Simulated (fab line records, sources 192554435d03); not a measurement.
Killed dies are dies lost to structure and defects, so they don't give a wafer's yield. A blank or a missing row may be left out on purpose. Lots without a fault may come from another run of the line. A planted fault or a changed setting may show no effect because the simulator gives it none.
Which tool did it? | flow n5_finfet | 13 lots, 39 wafers sampled, at 3 steps of a route of 1938

WHAT THE GAUGES READ, wafer by wafer
N5_PASSIVATION_OVL_MEAS_60.
lot  | measured     | on         | TV_OVL (nm)
L154 | day 13 03:04 | overlay-01 | 5 3 9
L155 | day 13 21:01 | overlay-02 | 2 11 9
L157 | day 13 16:04 | overlay-01 | 0 5 4
L158 | day 13 09:01 | overlay-01 | 4 1 -1
L159 | day 15 03:32 | overlay-01 | 3 10 2
L160 | day 14 19:38 | overlay-01 | -1 -4 -3
L161 | day 14 19:47 | overlay-01 | 5 -9 -2
L162 | day 14 21:07 | overlay-02 | -6 -3 -1
L163 | day 15 08:51 | overlay-01 | 10 10 12
L166 | day 16 22:18 | overlay-01 | 8 10 4
L170 | day 17 01:21 | overlay-01 | -3 -4 -4
L173 | day 18 16:55 | overlay-02 | 5 6 15
L176 | day 19 11:09 | overlay-02 | 8 8 -1

WHICH TOOL RAN EACH LOT (tool, then ch and the chambers of the sampled wafers, then the start)
lot  | N5_HKMG_FIN_ALD_91                 | N5_MIM_BOT_ETCH_ETCH_03
L154 | ald_metal-04 ch 0,2, day 4 16:10   | rie_metal-02 ch 0,1, day 13 01:43
L155 | ald_metal-02 ch 0,3, day 4 19:27   | rie_metal-01 ch 0,1, day 13 17:44
L157 | ald_metal-02 ch 1,3, day 5 05:44   | rie_metal-01 ch 0,1, day 13 08:40
L158 | ald_metal-03 ch 0,1,3, day 5 09:53 | rie_metal-01 ch 0,1, day 13 07:51
L159 | ald_metal-03 ch 0,2,3, day 5 16:22 | rie_metal-02 ch 0,1, day 15 02:11
L160 | ald_metal-02 ch 1,2,3, day 6 06:39 | rie_metal-02 ch 0,1, day 14 18:07
L161 | ald_metal-03 ch 1,2,3, day 6 07:14 | rie_metal-03 ch 0,1, day 14 17:49
L162 | ald_metal-03 ch 0,1,3, day 6 12:19 | rie_metal-03 ch 1, day 14 19:11
L163 | ald_metal-02 ch 0,1,2, day 6 17:35 | rie_metal-02 ch 0,1, day 15 05:10
L166 | ald_metal-02 ch 0,1,2, day 7 10:07 | rie_metal-03 ch 0,1, day 16 20:59
L170 | ald_metal-02 ch 0,1,2, day 8 09:08 | rie_metal-03 ch 1, day 16 22:28
L173 | ald_metal-02 ch 0,1,2, day 9 08:14 | rie_metal-01 ch 0,1, day 18 15:44
L176 | ald_metal-04 ch 0,3, day 9 21:37   | rie_metal-01 ch 0,1, day 19 09:57
- N5_HKMG_FIN_ALD_91: deposits TiN, target thk 1 nm, pulse time 1 s, purge time 3 s.
- N5_MIM_BOT_ETCH_ETCH_03: etches the open film in Cl2/BCl3, target depth 12 nm.

WHAT THE TOOLS THEMSELVES READ (means of the sampled wafers that have a number; where no wafer has one, the mark that the record gives instead)
N5_HKMG_FIN_ALD_91.
lot  | tool         | heater_power_w (W) | precursor_pulse_height_rel
L154 | ald_metal-04 | 815                | 0.999
L155 | ald_metal-02 | 965                | 1.007
L157 | ald_metal-02 | 897                | 0.993
L158 | ald_metal-03 | 876                | 0.987
L159 | ald_metal-03 | 855                | 1.010
L160 | ald_metal-02 | 922                | 0.995
L161 | ald_metal-03 | 913                | 0.995
L162 | ald_metal-03 | 869                | 0.999
L163 | ald_metal-02 | 947                | 0.991
L166 | ald_metal-02 | 952                | 0.994
L170 | ald_metal-02 | 950                | 1.018
L173 | ald_metal-02 | 947                | 1.009
L176 | ald_metal-04 | 753                | 1.018

N5_MIM_BOT_ETCH_ETCH_03.
lot  | tool         | drypump_motor_current_A (A) | oes_product_au (a.u.) | throttle_valve_pct (%)
L154 | rie_metal-02 | 5.8                         | 0.82                  | 27.3
L155 | rie_metal-01 | 5.7                         | 0.72                  | 28.1
L157 | rie_metal-01 | 5.5                         | 0.77                  | 27.9
L158 | rie_metal-01 | 5.6                         | 0.77                  | 28.0
L159 | rie_metal-02 | 6.2                         | 0.73                  | 27.6
L160 | rie_metal-02 | 5.8                         | 0.81                  | 27.3
L161 | rie_metal-03 | 6.3                         | 0.86                  | 27.2
L162 | rie_metal-03 | 5.3                         | 0.91                  | 28.0
L163 | rie_metal-02 | 6.2                         | 0.74                  | 27.6
L166 | rie_metal-03 | 5.8                         | 0.86                  | 27.6
L170 | rie_metal-03 | 5.3                         | 0.89                  | 28.0
L173 | rie_metal-01 | 5.7                         | 0.91                  | 27.8
L176 | rie_metal-01 | 5.6                         | 0.83                  | 27.8

THE ANSWER, worked out from the rows above alone
Rule: what is usual is taken from the lots themselves. Put in order of their means at a reading, lots are off if they are a third of the lots or fewer, leave a main group of 4 or more, and stand apart from it by a gap of 3 or more times the standard deviation of the main group's means; of several such gaps the widest counts. A main group whose means are all the same, to the digits that the tables above print for the reading, isn't used. A lot without any number at a reading at which 4 lots or more have one is off too. The other lots that the step has rows for count as sound. The gauges are gone through in route order, then the tools' own readings, and for those a lot's mean is taken as printed above. The first step at which some lot is off is used, and at that step the reading that is off furthest; a lot without a number counts as furthest.
No lot is off at any reading shown: from this, nothing can be told.

WHAT THE SIMULATOR HAD PUT IN
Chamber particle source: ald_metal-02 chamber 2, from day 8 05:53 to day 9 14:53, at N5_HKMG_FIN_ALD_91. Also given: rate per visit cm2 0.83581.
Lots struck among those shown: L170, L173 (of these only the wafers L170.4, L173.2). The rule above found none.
